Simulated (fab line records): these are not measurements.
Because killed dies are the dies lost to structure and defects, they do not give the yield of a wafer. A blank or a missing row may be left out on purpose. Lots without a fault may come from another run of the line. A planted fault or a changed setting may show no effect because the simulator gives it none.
Struck lot and sound lot, side by side || flow nand_harc || 13 steps out of a route of 1159
Sound: wafers L400.2, L400.3, L400.4. Struck: wafer L406.6 (left out: L406.2, a lot-mate that was not struck); the cause follows at the end.
Order at every step that has rows: each side's tool, ch and its chambers, its first start. Under that, the readings that differ: sound wafers || struck wafers || difference of the means || sigmas: that difference in standard deviations of wafers without a fault.
alike: readings whose means differ by less than 2 such deviations, and words and numbers that are the same on both sides. not compared: withheld readings, readings that some wafer has no value for, bounds like >300 that may hide the same value, and numbers for which the record gives no deviation and whose values overlap.
Wherever a step has rows on one side only, a row that says differs or no value, or a row with sigmas, the two part there. When numbers do not overlap yet have no deviation, they are printed without sigmas and do not part them. Lack of a reading on every wafer of one side parts them only where that side has two or more wafers.

first, 1 step without rows for these wafers: NHARC_A_SLIT_SRD_20.
NHARC_A_SLIT_CD_MEAS_21:
  sound: cd_sem-01 at day 17 04:58; struck: cd_sem-02 at day 18 19:53
  alike: cd_nm
then, 3 steps without rows for these wafers: NHARC_A_SIN_REMOVE_WET_00 (chemistry H3PO4, time 15300 s); NHARC_A_SIN_REMOVE_PRECLEAN_01 (cleans in SC1); NHARC_A_SIN_REMOVE_SRD_02.
NHARC_A_SIN_REMOVE_INSPECT_04:
  sound: defect_inspect-01 at day 17 12:37; struck: defect_inspect-02 at day 19 03:37
  alike: raw_defect_count
NHARC_A_WL_FILL_ALD_00: deposits Al2O3, target thk 3 nm, pulse time 3 s, ald cycles 30.
  sound on ald_hk-01 ch 0,2,3, day 17 14:58; struck on ald_hk-03 ch 1, day 19 03:54
  alike: heater_power_outer_w, heater_power_w, precursor_pulse_height_rel, susceptor_temp_C
NHARC_A_WL_FILL_RTA_01: time 5 s.
  sound on rtp_anneal-02 ch 0, day 17 15:16; struck on rtp_anneal-02 ch 0, day 19 04:17
  alike: anneal_temp_c_max, lamp_power_pct, lamp_zone_4_pct, wafer_temp_C_max
NHARC_A_WL_FILL_ALD_02: deposits TiN, target thk 2 nm, pulse time 3 s, ald cycles 100.
  sound on ald_metal-03 ch 0,2,3, day 17 15:27; struck on ald_metal-04 ch 3, day 19 04:35
  alike: heater_power_outer_w, heater_power_w, precursor_pulse_height_rel, susceptor_temp_C
NHARC_A_WL_FILL_CVD_03: deposits W, target thk 40 nm, time 3302 s.
  sound on cvd_w-02 ch 0,1, day 17 20:14; struck on cvd_w-02 ch 0, day 19 11:31
{"reading": "throttle_valve_pct (%)", "sound": "8.1 8.0 7.5", "struck": 8.5, "difference": "+0.6", "sigmas": "+2"}
  alike: heater_power_outer_w, heater_power_w, susceptor_temp_C
NHARC_A_WL_FILL_ETCHBACK_04: etches the open film in NF3, target depth 60 nm, time 120 s.
  sound on rie_metal-01 ch 0,1, day 17 23:07; struck on rie_metal-01 ch 0, day 19 12:57
{"reading": "run_length_s (s)", "sound": "141.7 141.7 141.5", "struck": 133.1, "difference": -8.5, "sigmas": -21}
  alike: drypump_motor_current_A, oes_product_au
  not compared: rf_hours_counter_h
NHARC_A_WL_FILL_ETCHBACK_05: etches the open film in Cl2/BCl3, target depth 22 nm, time 60 s.
  sound on rie_metal-01 ch 0,1, day 17 23:19; struck on rie_metal-01 ch 1, day 19 13:12
  alike: drypump_motor_current_A, oes_product_au, run_length_s
  not compared: rf_hours_counter_h
-- the record jumps here: 4 days lie between the struck wafers' starts before and after (it left off in module A_WL_FILL and takes up again in module END, whose first step shown is number 1159 of the route) --
NHARC_END_SORT_01:
  sound on prober-01 ch 0, day 22 22:50; struck on prober-02 ch 0, day 23 22:10
  alike: killed_at_array, killed_at_other, killed_at_periphery, killed_dies, killed_open, killed_short

## WHERE THEY PART
At NHARC_A_WL_FILL_CVD_03 first; at NHARC_A_WL_FILL_ETCHBACK_04 last (within this record only). Later steps at which nothing parts them and some readings are alike: NHARC_A_WL_FILL_ETCHBACK_05, NHARC_END_SORT_01.

WHY: what had been put in by the simulator
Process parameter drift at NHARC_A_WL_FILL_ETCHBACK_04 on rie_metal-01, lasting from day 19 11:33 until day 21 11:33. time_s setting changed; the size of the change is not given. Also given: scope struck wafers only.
